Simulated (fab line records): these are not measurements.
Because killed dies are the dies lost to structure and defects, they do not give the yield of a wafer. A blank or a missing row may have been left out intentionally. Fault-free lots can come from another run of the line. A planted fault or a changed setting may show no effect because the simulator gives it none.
fab line records	flow n5-finfet
[record] lots = 7	wafers = 20	last-day = 17
route steps=1938 shown BEOL_M2@909 BEOL_M4@1111 PASSIVATION@1936
lots that met no fault: taken from a fault-free run of the same line
start-h: the number of hours between the record's first day and the start of the first shown wafer of the lot	wait-h: time in hours since the lot's previous step	" same as the row above	L1.1+2: several wafers, shown together as one row	- no value, or no start was given	* or withheld: withheld	< > ~ a bound
route shown NAME@n: NAME is a module with steps in the file, n the number in the route of the first one	usual: mean and standard deviation over wafers with no fault	same: alike in all rows	chamber/n: place in a boat	sites: readings site by site	_std_site: the values' standard deviation	_edge_site: the outer-site mean with the inner-site mean subtracted	radius-mm: how far each site lies from the wafer's centre	mask NAME#n: copy n	behind: tool/chamber where the wafer was last shaped	hold: the reason the lot was held/the length of the hold in hours/how it ended	device: the n, p or np transistor that did not switch	end of line: tests run on the same wafers once the route is complete	a step without rows: its recipe alone	killed: dies lost to structure and defects at the first sort, not the wafer's yield	map: shows each die of a wafer: x if killed, . if not, _ if none is there
set.NAME: the setting that was run; set.NAME@STEP: the one run at that earlier step	model.NAME: the simulator's own value behind a step, which no gauge read
lots at selected steps of the route; one table per step, one row per wafer
services: from which hour (start-h, from the record's first day; less than 0 if before it) a tool's chamber was out of use, for how many hours, and why
[[steps]]
[step N5_BEOL_M2_ANNEAL_82]
[recipe] temp-c = 400	time-s = 240	ambient = vacuum
[step N5_BEOL_M2_SPUTTER_86]
[recipe] material = Cu	target-thk-a = 45	temp-c = -20	chamber-pressure-pa = 0.07	power-w = withheld	time-s = 8.29
[usual] throttle-valve-pct = 30.2/0.91
[same] time-s = 8.29
lot.wafer	tool	chamber	start-h	wait-h	throttle-valve-pct
L896.3	pvd-sputter-01	-	159.30	0.1	29.4
L896.4	"	-	"	"	30.7
L896.5	"	-	"	"	28.8
L902.1	pvd-sputter-02	-	194.02	0.1	29.9
L902.2	"	-	"	"	31.4
L902.6	"	-	"	"	29.8
L901.2	pvd-sputter-03	-	195.53	0.1	29.1
L901.3	"	-	"	"	31.8
L901.6	"	-	"	"	30.5
L899.2	pvd-sputter-02	-	198.98	0.1	29.9
L899.3	"	-	"	"	30.5
L899.4	"	-	"	"	31.1
L903.3	pvd-sputter-01	-	205.45	0.1	29.7
L903.5	"	-	"	"	30.7
L915.3	pvd-sputter-02	-	268.17	0.1	30.1
L915.4	"	-	"	"	29.9
L915.6	"	-	"	"	31.6
L916.1	pvd-sputter-03	-	278.29	0.1	29.0
L916.5	"	-	"	"	31.9
L916.6	"	-	"	"	30.1
[step N5_BEOL_M2_ANNEAL_87]
[recipe] temp-c = 400	time-s = 240	ambient = vacuum
[step N5_BEOL_M2_SPUTTER_88]
[recipe] material = Cu	target-thk-a = 45	temp-c = -20	chamber-pressure-pa = 0.07	power-w = withheld	time-s = 8.29
[step N5_BEOL_M2_ANNEAL_89]
[recipe] temp-c = 400	time-s = 240	ambient = vacuum
[step N5_BEOL_M2_SPUTTER_90]
[recipe] material = Cu	target-thk-a = 45	temp-c = -20	chamber-pressure-pa = 0.07	power-w = withheld	time-s = 8.29
[step N5_BEOL_M2_ANNEAL_91]
[recipe] temp-c = 400	time-s = 240	ambient = vacuum
[step N5_BEOL_M2_SPUTTER_92]
[recipe] material = Cu	target-thk-a = 45	temp-c = -20	chamber-pressure-pa = 0.07	power-w = withheld	time-s = 8.29
[usual] throttle-valve-pct = 30.2/0.9
[same] time-s = 8.29
lot.wafer	tool	chamber	start-h	wait-h	throttle-valve-pct
L896.3	pvd-sputter-01	-	159.96	0.1	29.7
L896.4	"	-	"	"	30.7
L896.5	"	-	"	"	28.9
L902.1	pvd-sputter-02	-	194.68	0.1	29.8
L902.2	"	-	"	"	31.6
L902.6	"	-	"	"	29.9
L901.2	pvd-sputter-03	-	196.19	0.1	28.9
L901.3	"	-	"	"	31.6
L901.6	"	-	"	"	30.8
L899.2	pvd-sputter-02	-	199.64	0.1	29.9
L899.3	"	-	"	"	30.7
L899.4	"	-	"	"	31.5
L903.3	pvd-sputter-01	-	206.16	0.1	29.6
L903.5	"	-	"	"	30.7
L915.3	pvd-sputter-02	-	268.83	0.1	29.9
L915.4	"	-	"	"	29.9
L915.6	"	-	"	"	31.4
L916.1	pvd-sputter-03	-	278.95	0.1	28.8
L916.5	"	-	"	"	31.5
L916.6	"	-	"	"	29.8
[step N5_BEOL_M2_ANNEAL_93]
[recipe] temp-c = 400	time-s = 240	ambient = vacuum
[usual] heater-power-w = 831/54
[same] time-s = 240
lot.wafer	tool	chamber	start-h	wait-h	heater-power-w
L896.3	pvd-sputter-01	-	160.04	0.0	834
L896.4	"	-	"	"	914
L896.5	"	-	"	"	859
L902.1	pvd-sputter-02	-	194.76	0.0	823
L902.2	"	-	"	"	837
L902.6	"	-	"	"	840
L901.2	pvd-sputter-03	-	196.27	0.0	787
L901.3	"	-	"	"	754
L901.6	"	-	"	"	827
L899.2	pvd-sputter-02	-	199.72	0.0	823
L899.3	"	-	"	"	868
L899.4	"	-	"	"	835
L903.3	pvd-sputter-01	-	206.25	0.0	818
L903.5	"	-	"	"	821
L915.3	pvd-sputter-02	-	268.91	0.0	685
L915.4	"	-	"	"	846
L915.6	"	-	"	"	864
L916.1	pvd-sputter-03	-	279.03	0.0	779
L916.5	"	-	"	"	778
L916.6	"	-	"	"	756
[step N5_BEOL_M2_SPUTTER_94]
[recipe] material = Cu	target-thk-a = 45	temp-c = -20	chamber-pressure-pa = 0.07	power-w = withheld	time-s = 8.29
[step N5_BEOL_M2_ANNEAL_95]
[recipe] temp-c = 400	time-s = 240	ambient = vacuum
[usual] heater-power-w = 832/56
[same] time-s = 240
lot.wafer	tool	chamber	start-h	wait-h	heater-power-w
L896.3	pvd-sputter-01	-	160.26	0.0	828
L896.4	"	-	"	"	921
L896.5	"	-	"	"	851
L902.1	pvd-sputter-02	-	194.98	0.0	851
L902.2	"	-	"	"	853
L902.6	"	-	"	"	863
L901.2	pvd-sputter-03	-	196.49	0.0	784
L901.3	"	-	"	"	760
L901.6	"	-	"	"	824
L899.2	pvd-sputter-02	-	199.94	0.0	833
L899.3	"	-	"	"	872
L899.4	"	-	"	"	858
L903.3	pvd-sputter-01	-	206.49	0.0	832
L903.5	"	-	"	"	853
L915.3	pvd-sputter-02	-	269.13	0.0	696
L915.4	"	-	"	"	869
L915.6	"	-	"	"	846
L916.1	pvd-sputter-03	-	279.25	0.0	786
L916.5	"	-	"	"	771
L916.6	"	-	"	"	760
[step N5_BEOL_M2_SPUTTER_96]
[recipe] material = Cu	target-thk-a = 45	temp-c = -20	chamber-pressure-pa = 0.07	power-w = withheld	time-s = 8.29
[usual] throttle-valve-pct = 30.2/0.9
[same] time-s = 8.29
lot.wafer	tool	chamber	start-h	wait-h	throttle-valve-pct
L896.3	pvd-sputter-01	-	160.40	0.1	29.7
L896.4	"	-	"	"	30.9
L896.5	"	-	"	"	28.7
L902.1	pvd-sputter-02	-	195.12	0.1	30.0
L902.2	"	-	"	"	31.6
L902.6	"	-	"	"	30.0
L901.2	pvd-sputter-03	-	196.63	0.1	29.2
L901.3	"	-	"	"	31.9
L901.6	"	-	"	"	30.8
L899.2	pvd-sputter-02	-	200.08	0.1	30.0
L899.3	"	-	"	"	30.6
L899.4	"	-	"	"	31.6
L903.3	pvd-sputter-01	-	206.64	0.1	29.7
L903.5	"	-	"	"	30.9
L915.3	pvd-sputter-02	-	269.27	0.1	30.0
L915.4	"	-	"	"	29.8
L915.6	"	-	"	"	31.5
L916.1	pvd-sputter-03	-	279.39	0.1	29.0
L916.5	"	-	"	"	31.6
L916.6	"	-	"	"	29.8
[step N5_BEOL_M2_ECD_50]
[recipe] material = Cu	target-thk-a = 3000
lot.wafer	tool	chamber	start-h	wait-h	model.Cu_of_BEOL_M2_ECD_50.thk-nm
L896.3	ecd-cu-01	1	160.53	0.1	302.4
L896.4	"	0	"	"	297.2
L896.5	"	1	"	"	300.2
L902.1	ecd-cu-02	0	195.24	0.1	305
L902.2	"	1	"	"	297.8
L902.6	"	1	"	"	301.8
L901.2	ecd-cu-02	1	196.75	0.1	303.2
L901.3	"	1	"	"	159.2
L901.6	"	1	"	"	295.8
L899.2	ecd-cu-02	0	200.19	0.1	297.4
L899.3	"	0	"	"	155.8
L899.4	"	1	"	"	302.8
L903.3	ecd-cu-02	1	206.78	0.1	155
L903.5	"	1	"	"	153.2
L915.3	ecd-cu-01	1	269.40	0.1	301
L915.4	"	0	"	"	297.6
L915.6	"	1	"	"	296.4
L916.1	ecd-cu-01	0	279.51	0.1	300.4
L916.5	"	0	"	"	300.8
L916.6	"	1	"	"	299.2
[step N5_BEOL_M2_ANNEAL_51]
[recipe] temp-c = 225	time-s = 90	ambient = N2
[step N5_BEOL_M2_CMP_52]
[recipe] stop-on = SiOC	t-overpolish-s = 6.8	down-force-psi = 1	platen-rpm = 50	clearing-platen-down-force-psi = 1.5	clearing-platen-rpm = 50	post-cmp-clean = cu-alkaline	target-thk-nm = 40	clearing-platen-pad-velocity-m-s = 0.99484	pad-velocity-m-s = 0.99484
[usual] motor-current-A = 6.1/0.79	time-to-endpoint-s = 62.7/2.6
lot.wafer	tool	chamber	start-h	wait-h	motor-current-A	time-to-endpoint-s
L896.3	cmp-04	2	160.93	0.2	5.8	62.1
L896.4	"	3	"	"	6.4	64.5
L896.5	"	2	"	"	5.6	63.7
L902.1	cmp-04	3	195.65	0.3	6.4	65.8
L902.2	"	1	"	"	6.0	59.0
L902.6	"	2	"	"	5.9	62.6
L901.3	cmp-02	1	197.14	0.2	6.0	29.6
L901.2	"	3	"	"	7.4	60.2
L901.6	"	1	"	"	6.2	61.9
L899.4	cmp-01	1	200.57	0.1	8.0	64.0
L899.3	"	2	"	"	5.5	34.9
L899.2	"	3	"	"	6.1	60.7
L903.3	cmp-02	0	207.21	0.2	5.7	37.4
L903.5	"	2	"	"	5.2	34.9
L915.3	cmp-01	1	269.76	0.2	7.6	63.2
L915.4	"	0	"	"	6.4	61.2
L915.6	"	1	"	"	8.1	60.3
L916.1	cmp-02	2	280.00	0.4	5.3	58.7
L916.5	"	3	"	"	7.7	59.1
L916.6	"	0	"	"	5.3	63.0
[step N5_BEOL_M2_THK_MEAS_53]
[recipe] thk-meas-gauge = xrf	reads = Cu_of_BEOL_M2_ECD_50
[usual] M2_THK = 40.0/1.3
lot.wafer	tool	chamber	start-h	wait-h	M2_THK[nm]
L896.3	film-metro-01	-	161.19	-	39.2
L896.4	"	-	"	"	40.6
L896.5	"	-	"	"	38.7
L902.1	film-metro-02	-	195.91	-	42.1
L902.2	"	-	"	"	41.0
L902.6	"	-	"	"	41.8
L901.2	film-metro-01	-	197.43	-	41.0
L901.3	"	-	"	"	40.8
L901.6	"	-	"	"	39.9
L899.2	film-metro-02	-	200.86	-	37.6
L899.3	"	-	"	"	38.4
L899.4	"	-	"	"	37.7
L903.3	film-metro-02	-	207.43	-	40.2
L903.5	"	-	"	"	42.4
L915.3	film-metro-01	-	270.06	-	38.4
L915.4	"	-	"	"	39.1
L915.6	"	-	"	"	39.1
L916.1	film-metro-02	-	280.18	-	41.6
L916.5	"	-	"	"	41.2
L916.6	"	-	"	"	41.6
[step N5_BEOL_M4_RC_MEAS_101]
[usual] DIBL_N = 36.2/1.4	DIBL_P = 36.1/1.5	IOFF_N = 0.153/0.02	IOFF_P = 0.215/0.03	ION_N = 672/8.6	ION_P = 463/6.8	SS_N = 71.5/0.47	SS_P = 73.3/0.57	VT_N = 250.6/2.4	VT_P = -249/3.2
lot.wafer	tool	chamber	start-h	wait-h	DIBL_N[mV/V]	DIBL_P[mV/V]	IOFF_N[nA/um]	IOFF_P[nA/um]	ION_N[uA/um]	ION_P[uA/um]	SS_N[mV/dec]	SS_P[mV/dec]	VT_N[mV]	VT_P[mV]
L896.3	prober-01	0	179.43	0.3	36.5	35.2	0.152	0.208	687	467	71.3	73.0	248.7	-249
L896.4	"	0	"	"	38.1	37.0	0.178	0.239	680	459	71.5	73.4	245.5	-247
L896.5	"	0	"	"	36.6	35.4	0.160	0.210	678	464	71.4	73.2	248.0	-247
L902.1	prober-01	0	213.90	0.0	34.0	35.7	0.135	0.185	673	467	70.6	72.6	253.5	-251
L902.2	"	0	"	"	35.7	37.8	0.163	0.208	684	470	71.5	72.9	248.4	-250
L902.6	"	0	"	"	33.8	34.9	0.125	0.161	675	460	70.6	72.4	252.9	-252
L901.2	prober-02	0	219.82	0.2	35.8	36.5	0.136	0.194	660	450	71.9	73.3	252.8	-254
L901.3	"	0	"	"	35.6	37.2	0.150	0.212	675	469	71.8	73.2	250.4	-251
L901.6	"	0	"	"	36.1	37.8	0.153	0.216	671	468	71.8	73.2	253.2	-250
L899.2	prober-01	0	221.48	0.2	34.3	34.7	0.138	0.226	668	469	71.3	72.8	252.9	-244
L899.3	"	0	"	"	36.4	38.1	0.179	0.274	684	477	71.9	74.1	247.6	-244
L899.4	"	0	"	"	37.2	38.4	0.186	0.291	683	476	72.1	73.5	247.1	-243
L903.3	prober-02	0	229.49	0.3	38.6	39.8	0.169	0.259	676	467	71.9	73.9	252.5	-246
L903.5	"	0	"	"	38.1	39.0	0.158	0.241	672	467	71.9	74.1	248.7	-247
L915.3	prober-02	0	296.38	0.3	34.8	34.6	0.134	0.198	654	459	71.3	73.3	251.4	-253
L915.4	"	0	"	"	34.8	34.2	0.133	0.192	668	460	70.8	73.5	252.2	-250
L915.6	"	0	"	"	34.9	34.3	0.140	0.189	670	464	71.2	73.7	251.2	-252
L916.1	prober-01	0	302.24	0.0	35.2	36.1	0.153	0.209	676	469	71.8	73.9	249.3	-250
L916.5	"	0	"	"	35.6	36.2	0.155	0.210	680	468	72.0	73.4	251.8	-248
L916.6	"	0	"	"	35.0	35.7	0.150	0.203	674	463	71.2	73.1	249.8	-251
[step N5_PASSIVATION_PROBE_49]
[usual] defect-limited-yield = 91.3/1.3	killed_at_M0_to_M3 = 35/13	killed_at_M4_up = 13/5.2	killed-at-contacts = 12/6.2	killed-at-front-end = 39/9.6	killed-at-other = 3.1/2.6	killed-dies = 102/16	killed-open = 68/13	killed-short = 33/6.9	sort_bin_5_function = 5.1/0.87	sort_bin_6_memory = 3.3/0.67	sort-n-pass = 1078/16	sort-yield-pct = 91.3/1.3
[same] gross-dies = 1180	killed-at-back-side = 0	sort_bin_4_leakage[%] = 0	sort_bin_8_speed[%] = 0
lot.wafer	tool	chamber	start-h	wait-h	defect-limited-yield[%]	killed_at_M0_to_M3	killed_at_M4_up	killed-at-contacts	killed-at-front-end	killed-at-other	killed-dies	killed-open	killed-short	sort_bin_5_function[%]	sort_bin_6_memory[%]	sort-n-pass	sort-yield-pct[%]
L896.3	prober-01	-	282.75	0.1	92.4	28	9	12	36	5	90	54	35	4.3	3.1	1090	92.4
L896.4	prober-01	-	282.80	0.2	89.7	58	6	7	47	4	122	81	41	5.8	4.2	1058	89.7
L896.5	prober-01	-	282.85	0.2	91.9	24	6	9	51	5	95	52	41	4.9	2.8	1085	91.9
L902.1	prober-02	-	314.23	0.0	89.5	48	27	21	27	1	124	93	30	5.9	4.2	1056	89.5
L902.2	prober-02	-	314.28	0.1	90.8	46	18	13	30	2	109	82	25	4.8	4.3	1071	90.8
L902.6	prober-02	-	314.48	0.3	91.3	43	11	12	36	1	103	66	37	4.8	3.7	1077	91.3
L901.2	prober-01	-	322.00	0.1	92.0	47	10	8	27	2	94	60	34	4.1	3.6	1086	92.0
L901.3	prober-01	-	322.05	0.1	92.4	34	6	4	43	3	90	57	33	5.3	2.0	1090	92.4
L901.6	prober-01	-	322.20	0.3	92.1	25	13	12	40	3	93	63	29	4.7	3.1	1087	92.1
L899.2	prober-02	-	327.66	0.1	91.5	34	13	7	44	2	100	70	27	5.1	3.1	1080	91.5
L899.3	prober-02	-	327.71	0.1	88.9	67	10	7	45	2	131	86	43	6.6	4.2	1049	88.9
L899.4	prober-02	-	327.76	0.2	90.8	57	11	4	31	5	108	72	36	5.7	3.1	1072	90.8
L915.3	prober-02	-	396.59	0.1	88.3	75	8	5	46	4	138	85	52	6.5	4.7	1042	88.3
L915.4	prober-02	-	396.64	0.2	91.3	27	15	9	46	6	103	68	32	5.6	2.9	1077	91.3
L915.6	prober-02	-	396.74	0.3	89.9	47	18	6	46	2	119	77	39	5.9	4.0	1061	89.9
L916.1	prober-02	-	399.50	0.0	90.9	24	23	20	40	0	107	75	31	4.7	4.0	1073	90.9
L916.5	prober-02	-	399.70	0.2	92.8	13	22	4	45	1	85	46	37	4.6	2.1	1095	92.8
L916.6	prober-02	-	399.75	0.3	90.5	30	28	8	46	0	112	81	30	5.7	3.4	1068	90.5
// killed by level:class
L896.3 MOL_CONTACT_COAG:geometric-particle:open=9 FIN_SAQP:geometric-particle:short=8 BEOL_M0_SAQP:geometric-particle:short=7 BEOL_M0_SAQP:geometric-particle:open=6 BEOL_M3:geometric-particle:open=6 GATE_CUT:geometric-particle:short=5 FIN_SAQP:geometric-particle:open=4 GATE_CUT:geometric-particle:open=4
L896.4 BEOL_M0_SAQP:geometric-particle:open=18 STI_FIN_REVEAL:geometric-particle:open=16 BEOL_M0_SAQP:geometric-particle:short=15 FIN_SAQP:geometric-particle:short=11 BEOL_M1:geometric-particle:open=11 FIN_SAQP:geometric-particle:open=10 BEOL_M3:geometric-particle:open=9 MOL_CONTACT_COAG:geometric-particle:open=5
L896.5 STI_FIN_REVEAL:geometric-particle:open=9 FIN_SAQP:geometric-particle:open=7 FIN_SAQP:geometric-particle:short=7 BEOL_M0_SAQP:geometric-particle:open=7 GATE_CUT:geometric-particle:short=7 GATE_CUT:geometric-particle:open=5 MOL_CONTACT_COAG:geometric-particle:open=5 MOL_CONTACT_COAG:geometric-particle:short=4
L902.1 MOL_CONTACT_COAG:geometric-particle:open=18 BEOL_M4:geometric-particle:open=15 BEOL_M1:geometric-particle:open=12 BEOL_M2:geometric-particle:open=12 FIN_SAQP:geometric-particle:open=9 BEOL_M0_SAQP:geometric-particle:short=5 BEOL_M0_SAQP:geometric-particle:open=5 STI_FIN_REVEAL:geometric-particle:open=4
L902.2 BEOL_M0_SAQP:geometric-particle:open=13 MOL_CONTACT_COAG:geometric-particle:open=12 BEOL_M2:geometric-particle:open=9 BEOL_M1:geometric-particle:open=8 BEOL_M4:geometric-particle:open=7 STI_FIN_REVEAL:geometric-particle:open=6 BEOL_M0:geometric-particle:open=5 STARTING-WAFER:geometric-particle:open=5
L902.6 BEOL_M2:geometric-particle:open=12 GATE_CUT:geometric-particle:short=9 MOL_CONTACT_COAG:geometric-particle:open=9 BEOL_M4:geometric-particle:open=9 BEOL_M1:geometric-particle:open=8 FIN_SAQP:geometric-particle:short=7 DUMMY_GATE:geometric-particle:open=5 BEOL_M0:geometric-particle:open=5
L901.2 BEOL_M0_SAQP:geometric-particle:short=11 BEOL_M0_SAQP:geometric-particle:open=9 STI_FIN_REVEAL:geometric-particle:open=8 BEOL_M1:geometric-particle:open=8 BEOL_M2:geometric-particle:open=7 BEOL_M3:geometric-particle:open=6 MOL_CONTACT_COAG:geometric-particle:open=5 DUMMY_GATE:geometric-particle:open=4
L901.3 STI_FIN_REVEAL:geometric-particle:open=15 BEOL_M0_SAQP:geometric-particle:short=12 BEOL_M0_SAQP:geometric-particle:open=7 BEOL_M1:geometric-particle:open=5 GATE_CUT:geometric-particle:short=4 DUMMY_GATE:geometric-particle:open=4 MOL_CONTACT_COAG:geometric-particle:open=4 BEOL_M0:geometric-particle:open=4
L901.6 STI_FIN_REVEAL:geometric-particle:open=13 MOL_CONTACT_COAG:geometric-particle:open=10 BEOL_M0_SAQP:geometric-particle:short=7 BEOL_M3:geometric-particle:open=6 DUMMY_GATE:geometric-particle:open=4 BEOL_M0_SAQP:geometric-particle:open=4 BEOL_M4:geometric-particle:open=4 STARTING-WAFER:geometric-particle:open=4
L899.2 STI_FIN_REVEAL:geometric-particle:open=11 BEOL_M0_SAQP:geometric-particle:open=8 DUMMY_GATE:geometric-particle:open=7 BEOL_M0_SAQP:geometric-particle:short=7 BEOL_M1:geometric-particle:open=7 MOL_CONTACT_COAG:geometric-particle:open=6 BEOL_M2:geometric-particle:open=6 STARTING-WAFER:geometric-particle:open=6
L899.3 BEOL_M0_SAQP:geometric-particle:open=17 BEOL_M0_SAQP:geometric-particle:short=12 FIN_SAQP:geometric-particle:open=11 BEOL_M2:geometric-particle:open=9 BEOL_M3:geometric-particle:open=8 DUMMY_GATE:geometric-particle:open=6 GATE_CUT:geometric-particle:short=6 BEOL_M1:geometric-particle:open=6
L899.4 BEOL_M0_SAQP:geometric-particle:open=15 STI_FIN_REVEAL:geometric-particle:open=12 BEOL_M0_SAQP:geometric-particle:short=11 BEOL_M1:geometric-particle:short=10 BEOL_M1:geometric-particle:open=9 BEOL_M2:geometric-particle:open=7 FIN_SAQP:geometric-particle:short=4 FIN_SAQP:geometric-particle:open=4
L915.3 BEOL_M0_SAQP:geometric-particle:open=27 BEOL_M0_SAQP:geometric-particle:short=27 FIN_SAQP:geometric-particle:open=18 FIN_SAQP:geometric-particle:short=10 BEOL_M3:geometric-particle:open=8 STI_FIN_REVEAL:geometric-particle:open=4 GATE_CUT:geometric-particle:short=4 MOL_CONTACT_COAG:geometric-particle:open=4
L915.4 GATE_CUT:geometric-particle:open=10 STI_FIN_REVEAL:geometric-particle:open=8 BEOL_M2:geometric-particle:open=8 BEOL_M0_SAQP:geometric-particle:open=6 STARTING-WAFER:geometric-particle:open=6 DUMMY_GATE:geometric-particle:open=5 GATE_CUT:geometric-particle:short=5 MOL_CONTACT_COAG:geometric-particle:open=5
L915.6 BEOL_M0_SAQP:geometric-particle:open=17 BEOL_M0_SAQP:geometric-particle:short=12 FIN_SAQP:geometric-particle:open=11 FIN_SAQP:geometric-particle:short=10 BEOL_M3:geometric-particle:open=8 GATE_CUT:geometric-particle:open=6 BEOL_M4:geometric-particle:open=6 STI_FIN_REVEAL:geometric-particle:open=5
L916.1 MOL_CONTACT_COAG:geometric-particle:open=15 BEOL_M3:geometric-particle:open=11 STI_FIN_REVEAL:geometric-particle:open=10 FIN_SAQP:geometric-particle:open=8 BEOL_M4:geometric-particle:open=8 FIN_SAQP:geometric-particle:short=7 MOL_CONTACT_COAG:geometric-particle:short=5 BEOL_M4:geometric-particle:short=4
L916.5 FIN_SAQP:geometric-particle:short=16 BEOL_M4:geometric-particle:open=9 FIN_SAQP:geometric-particle:open=7 DUMMY_GATE:geometric-particle:open=6 GATE_CUT:geometric-particle:short=6 BEOL_M4:geometric-particle:short=5 STI_FIN_REVEAL:geometric-particle:open=4 MOL_CONTACT_COAG:geometric-particle:open=4
L916.6 FIN_SAQP:geometric-particle:open=11 STI_FIN_REVEAL:geometric-particle:open=11 BEOL_M4:geometric-particle:open=11 FIN_SAQP:geometric-particle:short=9 BEOL_M3:geometric-particle:open=9 MOL_CONTACT_COAG:geometric-particle:open=8 BEOL_M2:geometric-particle:open=8 BEOL_M5:geometric-particle:open=5
[[services]]
tool	chamber	start-h	hours	kind
cmp-01	-	140.37	18.0	pm
pvd-sputter-03	-	140.90	4.9	repair
cmp-02	-	148.02	6.0	pm
ecd-cu-02	-	152.31	1.1	repair
cmp-04	-	181.50	0.7	repair
cmp-02	-	191.26	3.9	repair
cmp-01	-	227.14	8.5	repair
cmp-04	-	233.26	0.4	repair
cmp-02	-	242.03	4.0	pm
cmp-02	-	246.03	-	consumable-replace:conditioner
cmp-02	-	246.03	-	consumable-replace:pad
cmp-04	-	269.15	1.0	repair
cmp-01	-	271.91	4.0	pm
cmp-01	-	275.91	-	consumable-replace:conditioner
cmp-01	-	275.91	-	consumable-replace:pad
[[key]]
[first-sign] step = N5_BEOL_M2_CMP_52	reading = time-to-endpoint-s	direction = down	sigmas = 11	usual = *	struck = *
effect none on later readings
[model-effect] step = N5_BEOL_M2_ECD_50	value = Cu_of_BEOL_M2_ECD_50.thk-nm	without = 300.5	struck = 155.8
met-at N5_BEOL_M2_ECD_50
struck-wafers L899.3,L901.3,L903.3,L903.5
onset-between 195.24 196.75
[fault] kind = process-parameter-drift	tool = ecd-cu-02	chamber = -	onset-h = 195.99	steps = N5_BEOL_M2_ECD_50	channel = target-thk-a	offset = *	shape = step	end-h = 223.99	scope = struck-wafers-only	acts-in = *	stated = *
